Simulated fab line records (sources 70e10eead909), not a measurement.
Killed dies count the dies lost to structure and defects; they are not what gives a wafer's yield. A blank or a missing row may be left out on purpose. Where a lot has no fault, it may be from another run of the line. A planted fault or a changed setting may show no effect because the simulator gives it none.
fab line records || flow nandHarc || part 2 of 2: steps 30 to 40 of 40
[record] {"lots": 5, "wafers": 15, "lastDay": 23}
route steps=1159 shown A_BONDPAD@1093 HYBRID_BOND@1094 THIN_TSV@1101
lots with no fault: from the same line, run without faults
startH: start of the lot's first displayed wafer, in hours after the record's first day || waitH: hours since the lot's step before || " as in the row above || L1.1+2: a row that stands for several wafers || - value missing, or start not given || * or withheld: withheld || < > ~ a bound
route shown NAME@n: names a module that has steps shown in the file, with the first one's number in the route || usual: mean/standard deviation taken from wafers without a fault || same: alike in all rows || chamber/n: place in a boat || sites: each site's reading || _std_site: the standard deviation of these || _edge_site: inner sites' mean taken away from outer sites' mean || radiusMm: how far each site lies from the wafer's centre || mask NAME#n: copy n || behind: the most recent tool/chamber to have shaped the wafer || hold: the reason the lot was held/the length of the hold in hours/how it ended || device: the n, p or np transistor that did not switch || end of line: tests of these same wafers at the route's end || for a step that has no rows: nothing shown but its recipe || killed: not the wafer's yield, but the dies lost to structure and defects at the first sort || map: dies across one wafer; x = killed, . = not, _ = none there
set.NAME: the setting the step ran with; set.NAME@STEP: the setting that earlier step ran with || model.NAME: the simulator's own value behind a step, which no gauge read
a table for each step, a row for each wafer; lots at some steps of the route
services: the hour from which a tool's chamber was out of use, counted from the record's first day as startH (under 0 if before that day), plus the number of hours and why
[[steps]]
[step NHARC_THIN_TSV_STRIP_45]
[recipe] {"powerW": 1500, "tempC": 250, "chemistry": "O2"}
[usual] {"drypumpMotorCurrentA": "5.8/0.64", "heaterPowerW": "328/30"}
{"lot.wafer": "L074.2", "tool": "plasmaAsher-01", "chamber": 1, "startH": 434.97, "waitH": 0.1, "drypumpMotorCurrentA": 6.0, "heaterPowerW": 324, "rfHoursCounterH": 53}
{"lot.wafer": "L074.1", "tool": "plasmaAsher-01", "chamber": 0, "startH": 434.97, "waitH": 0.1, "drypumpMotorCurrentA": 5.5, "heaterPowerW": 384, "rfHoursCounterH": 53}
{"lot.wafer": "L074.5", "tool": "plasmaAsher-01", "chamber": 0, "startH": 434.97, "waitH": 0.1, "drypumpMotorCurrentA": 5.5, "heaterPowerW": 385, "rfHoursCounterH": "-"}
{"lot.wafer": "L078.1", "tool": "plasmaAsher-02", "chamber": 1, "startH": 437.37, "waitH": 0.1, "drypumpMotorCurrentA": 5.0, "heaterPowerW": 303, "rfHoursCounterH": 21}
{"lot.wafer": "L078.3", "tool": "plasmaAsher-02", "chamber": 1, "startH": 437.37, "waitH": 0.1, "drypumpMotorCurrentA": 4.9, "heaterPowerW": 300, "rfHoursCounterH": "-"}
{"lot.wafer": "L078.4", "tool": "plasmaAsher-02", "chamber": 0, "startH": 437.37, "waitH": 0.1, "drypumpMotorCurrentA": 6.7, "heaterPowerW": 310, "rfHoursCounterH": "-"}
{"lot.wafer": "L079.2", "tool": "plasmaAsher-01", "chamber": 1, "startH": 481.79, "waitH": 0.1, "drypumpMotorCurrentA": 6.0, "heaterPowerW": 326, "rfHoursCounterH": 5}
{"lot.wafer": "L079.1", "tool": "plasmaAsher-01", "chamber": 0, "startH": 481.79, "waitH": 0.1, "drypumpMotorCurrentA": 5.5, "heaterPowerW": 375, "rfHoursCounterH": 5}
{"lot.wafer": "L079.5", "tool": "plasmaAsher-01", "chamber": 0, "startH": 481.79, "waitH": 0.1, "drypumpMotorCurrentA": 5.5, "heaterPowerW": 375, "rfHoursCounterH": "-"}
{"lot.wafer": "L086.3", "tool": "plasmaAsher-02", "chamber": 1, "startH": 487.97, "waitH": 0.2, "drypumpMotorCurrentA": 4.9, "heaterPowerW": 298, "rfHoursCounterH": "-"}
{"lot.wafer": "L086.5", "tool": "plasmaAsher-02", "chamber": 1, "startH": 487.97, "waitH": 0.2, "drypumpMotorCurrentA": 4.9, "heaterPowerW": 304, "rfHoursCounterH": "-"}
{"lot.wafer": "L086.6", "tool": "plasmaAsher-02", "chamber": 0, "startH": 487.97, "waitH": 0.2, "drypumpMotorCurrentA": 6.6, "heaterPowerW": 320, "rfHoursCounterH": "-"}
{"lot.wafer": "L089.1", "tool": "plasmaAsher-02", "chamber": 1, "startH": 536.26, "waitH": 0.1, "drypumpMotorCurrentA": 4.9, "heaterPowerW": 300, "rfHoursCounterH": 54}
{"lot.wafer": "L089.2", "tool": "plasmaAsher-02", "chamber": 0, "startH": 536.26, "waitH": 0.1, "drypumpMotorCurrentA": 6.6, "heaterPowerW": 322, "rfHoursCounterH": 54}
{"lot.wafer": "L089.3", "tool": "plasmaAsher-02", "chamber": 1, "startH": 536.26, "waitH": 0.1, "drypumpMotorCurrentA": 4.9, "heaterPowerW": 287, "rfHoursCounterH": "-"}
[step NHARC_THIN_TSV_STRIP_46]
[recipe] {"timeS": 1200, "tempC": 72.5, "chemistry": "postEtchResidueRemover"}
{"lot.wafer": "L074.5+1+2", "tool": "wetBench-10", "chamber": "6,7,3", "startH": 435.32, "waitH": 0.1}
{"lot.wafer": "L078.1+3+4", "tool": "wetBench-10", "chamber": "4,5,6", "startH": 437.72, "waitH": 0.3}
{"lot.wafer": "L079.1+2+5", "tool": "wetBench-08", "chamber": "2,4,5", "startH": 482.14, "waitH": 0.3}
{"lot.wafer": "L086.6+5+3", "tool": "wetBench-10", "chamber": "6,1,3", "startH": 488.22, "waitH": 0.1}
{"lot.wafer": "L089.1+2+3", "tool": "wetBench-08", "chamber": "7,3,4", "startH": 536.61, "waitH": 0.3}
[step NHARC_THIN_TSV_DEP_47]
[recipe] {"targetThkA": 2000, "tempC": "withheld", "pressureTorr": 6.5, "rfW": 900, "teosFlowSccm": 161.4, "flowSccm": 2650, "targetThkNm": 200, "gas": "O2", "material": "SiO2"}
[usual] {"chamberPressureTorr": "6.500/0.015", "throttleValvePct": "16.2/0.44"}
{"lot.wafer": "L074.1", "tool": "pecvd-03", "chamber": 2, "startH": 435.83, "waitH": "-", "chamberPressureTorr": 6.504, "throttleValvePct": 16.5}
{"lot.wafer": "L074.2", "tool": "pecvd-03", "chamber": 0, "startH": 435.83, "waitH": "-", "chamberPressureTorr": 6.518, "throttleValvePct": 16.2}
{"lot.wafer": "L074.5", "tool": "pecvd-03", "chamber": 2, "startH": 435.83, "waitH": "-", "chamberPressureTorr": 6.513, "throttleValvePct": 16.5}
{"lot.wafer": "L078.1", "tool": "pecvd-04", "chamber": 0, "startH": 438.21, "waitH": "-", "chamberPressureTorr": 6.493, "throttleValvePct": 15.9}
{"lot.wafer": "L078.3", "tool": "pecvd-04", "chamber": 1, "startH": 438.21, "waitH": "-", "chamberPressureTorr": 6.500, "throttleValvePct": 15.8}
{"lot.wafer": "L078.4", "tool": "pecvd-04", "chamber": 2, "startH": 438.21, "waitH": "-", "chamberPressureTorr": 6.504, "throttleValvePct": 16.2}
{"lot.wafer": "L079.1", "tool": "pecvd-04", "chamber": 0, "startH": 482.64, "waitH": "-", "chamberPressureTorr": 6.495, "throttleValvePct": 15.8}
{"lot.wafer": "L079.2", "tool": "pecvd-04", "chamber": 1, "startH": 482.64, "waitH": "-", "chamberPressureTorr": 6.483, "throttleValvePct": 16.1}
{"lot.wafer": "L079.5", "tool": "pecvd-04", "chamber": 2, "startH": 482.64, "waitH": "-", "chamberPressureTorr": 6.509, "throttleValvePct": 16.1}
{"lot.wafer": "L086.3", "tool": "pecvd-04", "chamber": 2, "startH": 488.76, "waitH": "-", "chamberPressureTorr": 6.502, "throttleValvePct": 16.1}
{"lot.wafer": "L086.5", "tool": "pecvd-04", "chamber": 1, "startH": 488.76, "waitH": "-", "chamberPressureTorr": 6.521, "throttleValvePct": 16.2}
{"lot.wafer": "L086.6", "tool": "pecvd-04", "chamber": 2, "startH": 488.76, "waitH": "-", "chamberPressureTorr": 6.474, "throttleValvePct": 16.1}
{"lot.wafer": "L089.1", "tool": "pecvd-03", "chamber": 2, "startH": 537.06, "waitH": "-", "chamberPressureTorr": 6.490, "throttleValvePct": 16.1}
{"lot.wafer": "L089.2", "tool": "pecvd-03", "chamber": 0, "startH": 537.06, "waitH": "-", "chamberPressureTorr": 6.511, "throttleValvePct": 16.6}
{"lot.wafer": "L089.3", "tool": "pecvd-03", "chamber": 1, "startH": 537.06, "waitH": "-", "chamberPressureTorr": 6.491, "throttleValvePct": 16.7}
[step NHARC_THIN_TSV_ETCHBACK_48]
[recipe] {"targetDepthA": 10285, "overEtchFrac": 0.3, "timeS": 405.17, "ionEnergyEv": 250, "c4f8FlowSccm": "withheld", "arFlowSccm": "withheld", "rfW": 600, "biasW": 300, "chemistry": "C4F8/Ar"}
[usual] {"oesProductAu": "0.94/0.031", "rfVppV": "549/3.1"}
{"lot.wafer": "L074.1", "tool": "rieDiel-01", "chamber": 1, "startH": 436.22, "waitH": "-", "oesProductAu": 0.93, "rfHoursCounterH": 6, "rfVppV": 551}
{"lot.wafer": "L074.2", "tool": "rieDiel-01", "chamber": 3, "startH": 436.22, "waitH": "-", "oesProductAu": 0.93, "rfHoursCounterH": 7, "rfVppV": 551}
{"lot.wafer": "L074.5", "tool": "rieDiel-01", "chamber": 0, "startH": 436.22, "waitH": "-", "oesProductAu": 0.92, "rfHoursCounterH": "-", "rfVppV": 547}
{"lot.wafer": "L078.3", "tool": "rieDiel-13", "chamber": 2, "startH": 438.60, "waitH": "-", "oesProductAu": 0.92, "rfHoursCounterH": 14, "rfVppV": 546}
{"lot.wafer": "L078.1", "tool": "rieDiel-13", "chamber": 3, "startH": 438.60, "waitH": "-", "oesProductAu": 0.91, "rfHoursCounterH": 17, "rfVppV": 553}
{"lot.wafer": "L078.4", "tool": "rieDiel-13", "chamber": 0, "startH": 438.60, "waitH": "-", "oesProductAu": 0.94, "rfHoursCounterH": 16, "rfVppV": 544}
{"lot.wafer": "L079.1", "tool": "rieDiel-05", "chamber": 2, "startH": 483.03, "waitH": "-", "oesProductAu": 0.94, "rfHoursCounterH": 8, "rfVppV": 546}
{"lot.wafer": "L079.2", "tool": "rieDiel-05", "chamber": 0, "startH": 483.03, "waitH": "-", "oesProductAu": 0.92, "rfHoursCounterH": 9, "rfVppV": 550}
{"lot.wafer": "L079.5", "tool": "rieDiel-05", "chamber": 2, "startH": 483.03, "waitH": "-", "oesProductAu": 0.93, "rfHoursCounterH": "-", "rfVppV": 545}
{"lot.wafer": "L086.3", "tool": "rieDiel-01", "chamber": 1, "startH": 489.11, "waitH": "-", "oesProductAu": 0.91, "rfHoursCounterH": 10, "rfVppV": 551}
{"lot.wafer": "L086.5", "tool": "rieDiel-01", "chamber": 0, "startH": 489.11, "waitH": "-", "oesProductAu": 0.91, "rfHoursCounterH": "-", "rfVppV": 548}
{"lot.wafer": "L086.6", "tool": "rieDiel-01", "chamber": 1, "startH": 489.11, "waitH": "-", "oesProductAu": 0.92, "rfHoursCounterH": "-", "rfVppV": 550}
{"lot.wafer": "L089.1", "tool": "rieDiel-05", "chamber": 0, "startH": 537.49, "waitH": "-", "oesProductAu": 1.01, "rfHoursCounterH": 1, "rfVppV": 552}
{"lot.wafer": "L089.2", "tool": "rieDiel-05", "chamber": 1, "startH": 537.49, "waitH": "-", "oesProductAu": 1.01, "rfHoursCounterH": 1, "rfVppV": 542}
{"lot.wafer": "L089.3", "tool": "rieDiel-05", "chamber": 2, "startH": 537.49, "waitH": "-", "oesProductAu": 1.02, "rfHoursCounterH": 1, "rfVppV": 545}
[step NHARC_THIN_TSV_STRIP_62]
[recipe] {"powerW": 1500, "tempC": 250, "timeS": 20, "chemistry": "N2/H2"}
[usual] {"drypumpMotorCurrentA": "5.8/0.59", "heaterPowerW": "331/31"}
{"lot.wafer": "L074.2", "tool": "plasmaAsher-01", "chamber": 0, "startH": 436.54, "waitH": "-", "drypumpMotorCurrentA": 5.5, "heaterPowerW": 392, "rfHoursCounterH": 54}
{"lot.wafer": "L074.1", "tool": "plasmaAsher-01", "chamber": 1, "startH": 436.54, "waitH": "-", "drypumpMotorCurrentA": 6.1, "heaterPowerW": 324, "rfHoursCounterH": 54}
{"lot.wafer": "L074.5", "tool": "plasmaAsher-01", "chamber": 1, "startH": 436.54, "waitH": "-", "drypumpMotorCurrentA": 6.0, "heaterPowerW": 321, "rfHoursCounterH": "-"}
{"lot.wafer": "L078.1", "tool": "plasmaAsher-02", "chamber": 1, "startH": 438.95, "waitH": "-", "drypumpMotorCurrentA": 5.0, "heaterPowerW": 301, "rfHoursCounterH": 22}
{"lot.wafer": "L078.3", "tool": "plasmaAsher-02", "chamber": 0, "startH": 438.95, "waitH": "-", "drypumpMotorCurrentA": 6.7, "heaterPowerW": 315, "rfHoursCounterH": "-"}
{"lot.wafer": "L078.4", "tool": "plasmaAsher-02", "chamber": 1, "startH": 438.95, "waitH": "-", "drypumpMotorCurrentA": 5.0, "heaterPowerW": 298, "rfHoursCounterH": "-"}
{"lot.wafer": "L079.1", "tool": "plasmaAsher-02", "chamber": 0, "startH": 483.35, "waitH": "-", "drypumpMotorCurrentA": 6.6, "heaterPowerW": 318, "rfHoursCounterH": 38}
{"lot.wafer": "L079.2", "tool": "plasmaAsher-02", "chamber": 1, "startH": 483.35, "waitH": "-", "drypumpMotorCurrentA": 5.0, "heaterPowerW": 292, "rfHoursCounterH": 38}
{"lot.wafer": "L079.5", "tool": "plasmaAsher-02", "chamber": 0, "startH": 483.35, "waitH": "-", "drypumpMotorCurrentA": 6.7, "heaterPowerW": 326, "rfHoursCounterH": "-"}
{"lot.wafer": "L086.3", "tool": "plasmaAsher-01", "chamber": 0, "startH": 489.50, "waitH": "-", "drypumpMotorCurrentA": 5.5, "heaterPowerW": 371, "rfHoursCounterH": "-"}
{"lot.wafer": "L086.5", "tool": "plasmaAsher-01", "chamber": 1, "startH": 489.50, "waitH": "-", "drypumpMotorCurrentA": 6.0, "heaterPowerW": 319, "rfHoursCounterH": "-"}
{"lot.wafer": "L086.6", "tool": "plasmaAsher-01", "chamber": 0, "startH": 489.50, "waitH": "-", "drypumpMotorCurrentA": 5.5, "heaterPowerW": 387, "rfHoursCounterH": "-"}
{"lot.wafer": "L089.2", "tool": "plasmaAsher-01", "chamber": 0, "startH": 538.10, "waitH": "-", "drypumpMotorCurrentA": 5.5, "heaterPowerW": 380, "rfHoursCounterH": 25}
{"lot.wafer": "L089.1", "tool": "plasmaAsher-01", "chamber": 1, "startH": 538.10, "waitH": "-", "drypumpMotorCurrentA": 6.1, "heaterPowerW": 324, "rfHoursCounterH": 25}
{"lot.wafer": "L089.3", "tool": "plasmaAsher-01", "chamber": 0, "startH": 538.10, "waitH": "-", "drypumpMotorCurrentA": 5.5, "heaterPowerW": 372, "rfHoursCounterH": "-"}
[step NHARC_THIN_TSV_DEGAS_49]
[recipe] {"tempC": 300, "timeS": 120}
[usual] {"heaterPowerW": "491/51"}
{"lot.wafer": "L074.1", "tool": "pvdSputter-02", "chamber": "-", "startH": 436.73, "waitH": 0.1, "heaterPowerW": 535}
{"lot.wafer": "L074.2", "tool": "pvdSputter-02", "chamber": "-", "startH": 436.73, "waitH": 0.1, "heaterPowerW": 499}
{"lot.wafer": "L074.5", "tool": "pvdSputter-02", "chamber": "-", "startH": 436.73, "waitH": 0.1, "heaterPowerW": 412}
{"lot.wafer": "L078.1", "tool": "pvdSputter-02", "chamber": "-", "startH": 439.09, "waitH": 0.1, "heaterPowerW": 550}
{"lot.wafer": "L078.3", "tool": "pvdSputter-02", "chamber": "-", "startH": 439.09, "waitH": 0.1, "heaterPowerW": 528}
{"lot.wafer": "L078.4", "tool": "pvdSputter-02", "chamber": "-", "startH": 439.09, "waitH": 0.1, "heaterPowerW": 394}
{"lot.wafer": "L079.2", "tool": "pvdSputter-01", "chamber": "-", "startH": 483.52, "waitH": 0.1, "heaterPowerW": 439}
{"lot.wafer": "L079.1", "tool": "pvdSputter-01", "chamber": "-", "startH": 483.52, "waitH": 0.1, "heaterPowerW": 464}
{"lot.wafer": "L079.5", "tool": "pvdSputter-01", "chamber": "-", "startH": 483.52, "waitH": 0.1, "heaterPowerW": 433}
{"lot.wafer": "L086.3", "tool": "pvdSputter-02", "chamber": "-", "startH": 489.63, "waitH": 0.1, "heaterPowerW": 398}
{"lot.wafer": "L086.6", "tool": "pvdSputter-02", "chamber": "-", "startH": 489.63, "waitH": 0.1, "heaterPowerW": 525}
{"lot.wafer": "L086.5", "tool": "pvdSputter-02", "chamber": "-", "startH": 489.63, "waitH": 0.1, "heaterPowerW": 516}
{"lot.wafer": "L089.3", "tool": "pvdSputter-03", "chamber": "-", "startH": 538.28, "waitH": 0.1, "heaterPowerW": 593}
{"lot.wafer": "L089.1", "tool": "pvdSputter-03", "chamber": "-", "startH": 538.28, "waitH": 0.1, "heaterPowerW": 463}
{"lot.wafer": "L089.2", "tool": "pvdSputter-03", "chamber": "-", "startH": 538.28, "waitH": 0.1, "heaterPowerW": 508}
[step NHARC_THIN_TSV_PRE_CLEAN_50]
[recipe] {"timeS": 30, "tempC": 280, "gas": "H2/He"}
[usual] {"heaterPowerW": "428/45"}
{"lot.wafer": "L074.1", "tool": "pvdSputter-02", "chamber": "-", "startH": "-", "waitH": "-", "heaterPowerW": 458}
{"lot.wafer": "L074.2", "tool": "pvdSputter-02", "chamber": "-", "startH": "-", "waitH": "-", "heaterPowerW": 447}
{"lot.wafer": "L074.5", "tool": "pvdSputter-02", "chamber": "-", "startH": "-", "waitH": "-", "heaterPowerW": 353}
{"lot.wafer": "L078.4", "tool": "pvdSputter-02", "chamber": "-", "startH": "-", "waitH": "-", "heaterPowerW": 350}
{"lot.wafer": "L078.1", "tool": "pvdSputter-02", "chamber": "-", "startH": "-", "waitH": "-", "heaterPowerW": 482}
{"lot.wafer": "L078.3", "tool": "pvdSputter-02", "chamber": "-", "startH": "-", "waitH": "-", "heaterPowerW": 459}
{"lot.wafer": "L079.2", "tool": "pvdSputter-01", "chamber": "-", "startH": "-", "waitH": "-", "heaterPowerW": 460}
{"lot.wafer": "L079.1", "tool": "pvdSputter-01", "chamber": "-", "startH": "-", "waitH": "-", "heaterPowerW": 396}
{"lot.wafer": "L079.5", "tool": "pvdSputter-01", "chamber": "-", "startH": "-", "waitH": "-", "heaterPowerW": 407}
{"lot.wafer": "L086.3", "tool": "pvdSputter-02", "chamber": "-", "startH": "-", "waitH": "-", "heaterPowerW": 349}
{"lot.wafer": "L086.6", "tool": "pvdSputter-02", "chamber": "-", "startH": "-", "waitH": "-", "heaterPowerW": 453}
{"lot.wafer": "L086.5", "tool": "pvdSputter-02", "chamber": "-", "startH": "-", "waitH": "-", "heaterPowerW": 442}
{"lot.wafer": "L089.3", "tool": "pvdSputter-03", "chamber": "-", "startH": "-", "waitH": "-", "heaterPowerW": 354}
{"lot.wafer": "L089.1", "tool": "pvdSputter-03", "chamber": "-", "startH": "-", "waitH": "-", "heaterPowerW": 448}
{"lot.wafer": "L089.2", "tool": "pvdSputter-03", "chamber": "-", "startH": "-", "waitH": "-", "heaterPowerW": 551}
[step NHARC_THIN_TSV_PVD_19]
[recipe] {"targetThkA": 200, "chamberPressurePa": 5, "material": "TaN"}
[usual] {"throttleValvePct": "29.7/0.95"}
{"lot.wafer": "L074.1", "tool": "pvdSputter-02", "chamber": "-", "startH": "-", "waitH": "-", "throttleValvePct": 28.6}
{"lot.wafer": "L074.2", "tool": "pvdSputter-02", "chamber": "-", "startH": "-", "waitH": "-", "throttleValvePct": 30.3}
{"lot.wafer": "L074.5", "tool": "pvdSputter-02", "chamber": "-", "startH": "-", "waitH": "-", "throttleValvePct": 29.7}
{"lot.wafer": "L078.3", "tool": "pvdSputter-02", "chamber": "-", "startH": "-", "waitH": "-", "throttleValvePct": 28.2}
{"lot.wafer": "L078.4", "tool": "pvdSputter-02", "chamber": "-", "startH": "-", "waitH": "-", "throttleValvePct": 28.8}
{"lot.wafer": "L078.1", "tool": "pvdSputter-02", "chamber": "-", "startH": "-", "waitH": "-", "throttleValvePct": 28.9}
{"lot.wafer": "L079.2", "tool": "pvdSputter-01", "chamber": "-", "startH": "-", "waitH": "-", "throttleValvePct": 30.2}
{"lot.wafer": "L079.1", "tool": "pvdSputter-01", "chamber": "-", "startH": "-", "waitH": "-", "throttleValvePct": 29.3}
{"lot.wafer": "L079.5", "tool": "pvdSputter-01", "chamber": "-", "startH": "-", "waitH": "-", "throttleValvePct": 30.0}
{"lot.wafer": "L086.3", "tool": "pvdSputter-02", "chamber": "-", "startH": "-", "waitH": "-", "throttleValvePct": 28.5}
{"lot.wafer": "L086.5", "tool": "pvdSputter-02", "chamber": "-", "startH": "-", "waitH": "-", "throttleValvePct": 29.1}
{"lot.wafer": "L086.6", "tool": "pvdSputter-02", "chamber": "-", "startH": "-", "waitH": "-", "throttleValvePct": 28.7}
{"lot.wafer": "L089.1", "tool": "pvdSputter-03", "chamber": "-", "startH": "-", "waitH": "-", "throttleValvePct": 29.0}
{"lot.wafer": "L089.2", "tool": "pvdSputter-03", "chamber": "-", "startH": "-", "waitH": "-", "throttleValvePct": 30.6}
{"lot.wafer": "L089.3", "tool": "pvdSputter-03", "chamber": "-", "startH": "-", "waitH": "-", "throttleValvePct": 31.5}
[step NHARC_THIN_TSV_PVD_51]
[recipe] {"targetThkA": 1000, "chamberPressurePa": 5, "material": "Cu"}
[usual] {"throttleValvePct": "29.6/0.94"}
{"lot.wafer": "L074.1", "tool": "pvdSputter-02", "chamber": "-", "startH": "-", "waitH": "-", "throttleValvePct": 28.9}
{"lot.wafer": "L074.2", "tool": "pvdSputter-02", "chamber": "-", "startH": "-", "waitH": "-", "throttleValvePct": 28.7}
{"lot.wafer": "L074.5", "tool": "pvdSputter-02", "chamber": "-", "startH": "-", "waitH": "-", "throttleValvePct": 28.6}
{"lot.wafer": "L078.3", "tool": "pvdSputter-02", "chamber": "-", "startH": "-", "waitH": "-", "throttleValvePct": 28.7}
{"lot.wafer": "L078.4", "tool": "pvdSputter-02", "chamber": "-", "startH": "-", "waitH": "-", "throttleValvePct": 28.4}
{"lot.wafer": "L078.1", "tool": "pvdSputter-02", "chamber": "-", "startH": "-", "waitH": "-", "throttleValvePct": 28.5}
{"lot.wafer": "L079.2", "tool": "pvdSputter-01", "chamber": "-", "startH": "-", "waitH": "-", "throttleValvePct": 30.0}
{"lot.wafer": "L079.1", "tool": "pvdSputter-01", "chamber": "-", "startH": "-", "waitH": "-", "throttleValvePct": 30.4}
{"lot.wafer": "L079.5", "tool": "pvdSputter-01", "chamber": "-", "startH": "-", "waitH": "-", "throttleValvePct": 30.3}
{"lot.wafer": "L086.3", "tool": "pvdSputter-02", "chamber": "-", "startH": "-", "waitH": "-", "throttleValvePct": 28.8}
{"lot.wafer": "L086.5", "tool": "pvdSputter-02", "chamber": "-", "startH": "-", "waitH": "-", "throttleValvePct": 28.9}
{"lot.wafer": "L086.6", "tool": "pvdSputter-02", "chamber": "-", "startH": "-", "waitH": "-", "throttleValvePct": 28.4}
{"lot.wafer": "L089.1", "tool": "pvdSputter-03", "chamber": "-", "startH": "-", "waitH": "-", "throttleValvePct": 29.2}
{"lot.wafer": "L089.3", "tool": "pvdSputter-03", "chamber": "-", "startH": "-", "waitH": "-", "throttleValvePct": 30.5}
{"lot.wafer": "L089.2", "tool": "pvdSputter-03", "chamber": "-", "startH": "-", "waitH": "-", "throttleValvePct": 32.0}
[step NHARC_THIN_TSV_ECD_20]
[recipe] {"targetThkA": 20000, "material": "Cu"}
{"lot.wafer": "L074.2+1+5", "tool": "ecdCu-01", "chamber": "1,0,1", "startH": 437.17, "waitH": "-"}
{"lot.wafer": "L078.1+3+4", "tool": "ecdCu-02", "chamber": "1,1,0", "startH": 439.55, "waitH": "-"}
{"lot.wafer": "L079.2+1+5", "tool": "ecdCu-01", "chamber": "1,0,1", "startH": 483.98, "waitH": "-"}
{"lot.wafer": "L086.3+6+5", "tool": "ecdCu-01", "chamber": "1,1,0", "startH": 490.26, "waitH": "-"}
{"lot.wafer": "L089.1+2+3", "tool": "ecdCu-01", "chamber": "0,1,1", "startH": 538.73, "waitH": "-"}
[step NHARC_THIN_TSV_ANNEAL_52]
[recipe] {"tempC": 225, "timeS": 90}
[usual] {"wafer_temp_C_max": "226.1/0.3"}
{"lot.wafer": "L074.1", "tool": "rtpAnneal-01", "chamber": 0, "startH": 437.92, "waitH": 0.6, "wafer_temp_C_max": 226.3}
{"lot.wafer": "L074.2", "tool": "rtpAnneal-01", "chamber": 0, "startH": 437.92, "waitH": 0.6, "wafer_temp_C_max": 225.8}
{"lot.wafer": "L074.5", "tool": "rtpAnneal-01", "chamber": 0, "startH": 437.92, "waitH": 0.6, "wafer_temp_C_max": 226.1}
{"lot.wafer": "L078.1", "tool": "rtpAnneal-01", "chamber": 0, "startH": 440.31, "waitH": 0.7, "wafer_temp_C_max": 226.2}
{"lot.wafer": "L078.3", "tool": "rtpAnneal-01", "chamber": 0, "startH": 440.31, "waitH": 0.7, "wafer_temp_C_max": 226.3}
{"lot.wafer": "L078.4", "tool": "rtpAnneal-01", "chamber": 0, "startH": 440.31, "waitH": 0.7, "wafer_temp_C_max": 226.2}
{"lot.wafer": "L079.1", "tool": "rtpAnneal-01", "chamber": 0, "startH": 484.69, "waitH": 0.5, "wafer_temp_C_max": 226.8}
{"lot.wafer": "L079.2", "tool": "rtpAnneal-01", "chamber": 0, "startH": 484.69, "waitH": 0.5, "wafer_temp_C_max": 226.2}
{"lot.wafer": "L079.5", "tool": "rtpAnneal-01", "chamber": 0, "startH": 484.69, "waitH": 0.5, "wafer_temp_C_max": 226.3}
{"lot.wafer": "L086.3", "tool": "rtpAnneal-02", "chamber": 0, "startH": 490.90, "waitH": 0.5, "wafer_temp_C_max": 226.0}
{"lot.wafer": "L086.5", "tool": "rtpAnneal-02", "chamber": 0, "startH": 490.90, "waitH": 0.5, "wafer_temp_C_max": 226.0}
{"lot.wafer": "L086.6", "tool": "rtpAnneal-02", "chamber": 0, "startH": 490.90, "waitH": 0.5, "wafer_temp_C_max": 225.6}
{"lot.wafer": "L089.1", "tool": "rtpAnneal-02", "chamber": 0, "startH": 539.46, "waitH": 0.6, "wafer_temp_C_max": 225.8}
{"lot.wafer": "L089.2", "tool": "rtpAnneal-02", "chamber": 0, "startH": 539.46, "waitH": 0.6, "wafer_temp_C_max": 225.9}
{"lot.wafer": "L089.3", "tool": "rtpAnneal-02", "chamber": 0, "startH": 539.46, "waitH": 0.6, "wafer_temp_C_max": 225.8}
[[services]]
{"tool": "krfScanner-04", "chamber": "-", "startH": 393.16, "hours": 0.2, "kind": "repair"}
{"tool": "plasmaAsher-02", "chamber": "-", "startH": 393.59, "hours": 4.7, "kind": "repair"}
{"tool": "pvdSputter-02", "chamber": "-", "startH": 396.88, "hours": 10.0, "kind": "pm"}
{"tool": "rieDiel-05", "chamber": 1, "startH": 404.34, "hours": 19.3, "kind": "repair"}
{"tool": "wetBench-08", "chamber": "-", "startH": 406.40, "hours": 8.0, "kind": "pm"}
{"tool": "pvdSputter-03", "chamber": "-", "startH": 415.59, "hours": 1.0, "kind": "repair"}
{"tool": "rieDiel-05", "chamber": 0, "startH": 421.02, "hours": 11.1, "kind": "repair"}
{"tool": "wetBench-10", "chamber": "-", "startH": 423.20, "hours": 8.0, "kind": "pm"}
{"tool": "rieDiel-05", "chamber": 3, "startH": 434.95, "hours": 1.4, "kind": "repair"}
{"tool": "rieDiel-05", "chamber": "-", "startH": 435.34, "hours": 1.6, "kind": "repair"}
{"tool": "rieDiel-05", "chamber": "-", "startH": 438.52, "hours": 2.7, "kind": "repair"}
{"tool": "ecdCu-01", "chamber": "-", "startH": 448.21, "hours": 8.0, "kind": "pm"}
{"tool": "plasmaAsher-02", "chamber": "-", "startH": 449.43, "hours": 2.6, "kind": "repair"}
{"tool": "plasmaAsher-01", "chamber": "-", "startH": 453.74, "hours": 9.0, "kind": "pm"}
{"tool": "pvdSputter-03", "chamber": "-", "startH": 458.01, "hours": 10.0, "kind": "pm"}
{"tool": "rieDiel-01", "chamber": "-", "startH": 491.92, "hours": 9.0, "kind": "pm"}
{"tool": "plasmaAsher-02", "chamber": "-", "startH": 498.93, "hours": 1.8, "kind": "repair"}
{"tool": "pvdSputter-01", "chamber": "-", "startH": 514.02, "hours": 10.0, "kind": "pm"}
{"tool": "lithoTrack-02", "chamber": "-", "startH": 515.00, "hours": 7.0, "kind": "pm"}
{"tool": "rieDiel-05", "chamber": "-", "startH": 517.60, "hours": 9.0, "kind": "pm"}
{"tool": "pecvd-04", "chamber": 1, "startH": 524.62, "hours": 12.3, "kind": "repair"}
{"tool": "grinder-01", "chamber": "-", "startH": 535.86, "hours": 1.8, "kind": "repair"}
{"tool": "plasmaAsher-02", "chamber": "-", "startH": 537.00, "hours": 9.0, "kind": "pm"}
{"tool": "lithoTrack-07", "chamber": "-", "startH": 539.01, "hours": 7.0, "kind": "pm"}
